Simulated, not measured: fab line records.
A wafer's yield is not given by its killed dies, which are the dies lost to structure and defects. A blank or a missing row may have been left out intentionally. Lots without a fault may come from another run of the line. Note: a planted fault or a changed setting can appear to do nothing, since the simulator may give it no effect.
2 desks looking at one fault ; flow n5 finfet ; every desk sees just its own numbers, and what lay behind them comes last

## TOOL OWNER'S DESK, litho track-03
The tool's own readings at N5_BEOL_M13_COAT_22 (resist thk 300 nm): means of the sampled wafers that have a number, for each lot that ran on this tool. Any lot whose mean is over 4 standard deviations away from the usual mean is out of limits and marked OUT; that distance is given in the brackets.
Columns: A = resist line temp C at N5_BEOL_M13_COAT_22, usual 22.98 C; B = spin speed rpm at N5_BEOL_M13_COAT_22, usual 2887.9 rpm
lot;first seen here;A;B
L664;day 11 12:19;22.99;2887.5
L665;day 12 04:43;22.93;2889.4
L667;day 12 11:22;22.94;2888.8
L675;day 14 04:17;22.97;3293.5 (+99 or more) OUT
L676;day 14 11:51;22.96;3296.1 (+99 or more) OUT
L678;day 14 19:22;23.06;3294.6 (+99 or more) OUT
This desk finds L675, L676, L678 out of limits, L675 being first, at day 14 04:17 (spin speed rpm at N5_BEOL_M13_COAT_22). L664, L665, L667 stayed within limits.

## THE METROLOGY DESK
Lot by lot, what the gauges showed, no matter which tool ran the lot: averages of those sampled wafers that carry a number. Any lot whose mean is over 4 standard deviations away from the usual mean is out of limits and marked OUT; that distance is given in the brackets.
Columns: A = V12_OVL at N5_BEOL_M13_OVL_MEAS_11, usual -1 nm; B = cd nm at N5_BEOL_M13_CD_MEAS_17, usual 190.2 nm; C = cd nm at N5_BEOL_M13_CD_MEAS_28, usual 210.4 nm
lot;first seen here;A;B;C
L661;day 11 06:46;-5;190.4;209.2
L664;day 11 11:40;-5;186.8;210.9
L662;day 11 19:58;-2;186.3;211.6
L665;day 12 04:03;-1;189.9;210.2
L667;day 12 10:44;-7;190.3;209.6
L666;day 12 12:08;2;190.3;210.9
L669;day 12 23:06;-7;190.2;210.5
L675;day 14 03:36;-1;191.7;212.0
L673;day 14 04:13;-4;191.9;209.3
L676;day 14 11:13;-2;191.5;212.0
L678;day 14 18:35;-4;189.0;210.7
L680;day 15 19:29;-1;193.1;209.5
L681;day 16 08:04;-2;193.4;209.4
Result from this desk: across the 13 lots, nothing is out of limits.

## PUT TOGETHER
On L675, L676, L678, at day 14 04:17, an alarm was possible from the tool owner's desk.
At the metrology desk, nothing out of limits was observed.
The metrology desk has L675, L676, L678 on record, within its limits.
Of the lots named, all ran N5_BEOL_M13_COAT_22 on litho track-03.

## WHAT WAS PUT IN BY THE SIMULATOR
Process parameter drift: litho track-03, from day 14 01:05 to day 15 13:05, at N5_BEOL_M13_COAT_22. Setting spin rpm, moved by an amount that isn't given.
Lots struck among those shown: L675, L676, L678.
Time in hours from fault onset to the first out-of-limits reading at each desk: the tool owner's desk, 3.
